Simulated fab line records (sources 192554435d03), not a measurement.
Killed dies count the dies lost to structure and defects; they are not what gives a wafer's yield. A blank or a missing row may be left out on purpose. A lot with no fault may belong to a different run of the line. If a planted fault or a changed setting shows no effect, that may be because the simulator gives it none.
Chamber matching    flow n5Finfet    N5_FIN_SAQP_SPACER1_ETCHBACK_25 on rieDiel-06 has 4 sister chambers
The step etches SiO2 in CHF3/O2, target depth 24.4 nm, time 12.2 s. 16 wafers are shown with their chamber, then 8 later ones without.

== WAFERS WITH THEIR CHAMBER ==
wafer   chamber  rfVppV (V)  drypumpMotorCurrentA (A)  showerheadPlenumPTorr (Torr)
L074.1  1        537         5.5                       2.42
L074.4  0        504         4.8                       2.35
L074.6  3        512         4.8                       2.31
L075.1  3        512         4.9                       2.30
L075.4  0        503         4.8                       2.35
L075.6  0        504         4.8                       2.35
L077.2  1        537         5.6                       2.42
L077.3  0        504         4.8                       2.35
L077.5  2        509         5.3                       2.41
L084.1  0        504         4.8                       2.34
L084.2  1        537         5.6                       2.41
L084.4  3        512         4.9                       2.30
L085.3  2        508         5.3                       2.40
L085.4  0        505         4.8                       2.34
L085.5  2        510         5.3                       2.40
L088.3  2        510         5.3                       2.40

SIGNATURES (averages over the wafers above)
reading                chamber 0  chamber 1  chamber 2  chamber 3  scatter within a chamber
rfVppV                 504.00     537.00     509.25     512.00     0.629
drypumpMotorCurrentA   4.800      5.567      5.300      4.867      0.0333
showerheadPlenumPTorr  2.3467     2.4167     2.4025     2.3033     0.00534
Rule: for each reading, subtract the chamber's mean from the wafer's reading, divide by that reading's scatter and square the result; add these up over the readings and take the root, which gives the wafer's distance from the chamber. The wafer belongs to the nearest chamber; if the next one is less than 2 further off, it can't be placed. How the scatter is found: for the shown wafers, subtract from each reading the mean of its chamber, square and add these, divide the total by (wafers less chambers), then take the root.

== WAFERS MISSING THEIR CHAMBER ==
wafer   rfVppV (V)  drypumpMotorCurrentA (A)  showerheadPlenumPTorr (Torr)
L088.4  512         4.9                       2.30
L088.5  512         4.9                       2.30
L091.3  505         4.8                       2.34
L091.4  537         5.6                       2.41
L091.5  504         4.8                       2.34
L097.1  504         4.8                       2.33
L097.2  510         5.3                       2.39
L097.5  538         5.6                       2.40

== WHICH CHAMBER EACH ONE RAN IN ==
wafer   from the rows above  in truth
L088.4  3                    3
L088.5  3                    3
L091.3  0                    0
L091.4  1                    1
L091.5  0                    0
L097.1  0                    0
L097.2  2                    2
L097.5  1                    1
Placed correctly: 8 of 8. Can't be placed from these rows: 0. Wrongly placed: 0.
